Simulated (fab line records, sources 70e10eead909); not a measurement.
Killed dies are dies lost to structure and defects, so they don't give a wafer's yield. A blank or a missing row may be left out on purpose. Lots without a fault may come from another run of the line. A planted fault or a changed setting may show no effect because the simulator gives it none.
One fault seen from 2 desks | flow nand_harc | each desk has only its own numbers; what lay behind them comes last

THE METROLOGY DESK
What the gauges read, lot by lot, whatever tool the lot ran on: means of the sampled wafers that have a number. A lot is out of limits, marked OUT, if its mean lies more than 4 standard deviations from the usual mean; the brackets give that distance.
Columns: A = thk_nm at NHARC_A_ONON_D1_THK_MEAS_14, usual 1004 nm
lot  | first seen here | A
L286 | day 7 22:08     | 1006
L284 | day 7 22:15     | 1009
L285 | day 7 22:28     | 991
L288 | day 8 12:39     | 1008
L287 | day 8 12:44     | 1010
L289 | day 8 12:44     | 1004
L296 | day 10 19:59    | 662 (-43) OUT
L299 | day 11 14:55    | 676 (-41) OUT
L300 | day 11 20:42    | 1004
L302 | day 12 04:27    | 998
L304 | day 12 04:40    | 1012
L305 | day 12 21:48    | 1012
L307 | day 13 07:22    | 1006
This desk's finding: out of limits on L296, L299; first on L296, day 10 19:59 (thk_nm at NHARC_A_ONON_D1_THK_MEAS_14). In limits: L286, L284, L285, L288, L287, L289, L300, L302, L304, L305, L307.

THE DEFECT DESK
What the inspections along the route counted, lot by lot: means of the sampled wafers that have a number. A lot is out of limits, marked OUT, if its mean lies more than 4 standard deviations from the usual mean; the brackets give that distance.
Columns: A = raw_defect_count at NHARC_A_START_INSPECT_01, usual 3.1; B = raw_defect_count at NHARC_A_SOURCE_PLATE_INSPECT_08, usual 62
lot  | first seen here | A   | B
L284 | day 6 19:34     | 2.0 | 36
L285 | day 6 20:43     | 3.3 | 90
L286 | day 6 22:09     | 2.7 | 61
L287 | day 7 11:01     | 3.7 | 47
L288 | day 7 11:49     | 2.7 | 80
L289 | day 7 12:04     | 4.3 | 43
L296 | day 9 16:29     | 2.7 | 68
L299 | day 10 13:10    | 3.7 | 47
L300 | day 10 18:32    | 4.0 | 54
L302 | day 11 03:13    | 4.3 | 42
L304 | day 11 03:55    | 3.3 | 59
L305 | day 11 19:54    | 1.7 | 33
L307 | day 12 05:34    | 4.0 | 36
This desk's finding: nothing out of limits on any of the 13 lots.

PUT TOGETHER
The metrology desk could have raised an alarm at day 10 19:59, on L296, L299.
The defect desk saw nothing out of limits.
The defect desk has L296, L299 on record, within its limits.
Of the lots named, all ran NHARC_A_ONON_D1_DEP_12 on pecvd_onon-03.

WHAT THE SIMULATOR HAD PUT IN
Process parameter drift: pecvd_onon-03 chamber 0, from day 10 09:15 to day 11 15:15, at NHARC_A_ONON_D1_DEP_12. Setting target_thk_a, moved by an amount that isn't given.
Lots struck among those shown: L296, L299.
Hours from the fault's start to each desk's first reading out of limits: the metrology desk, 11.
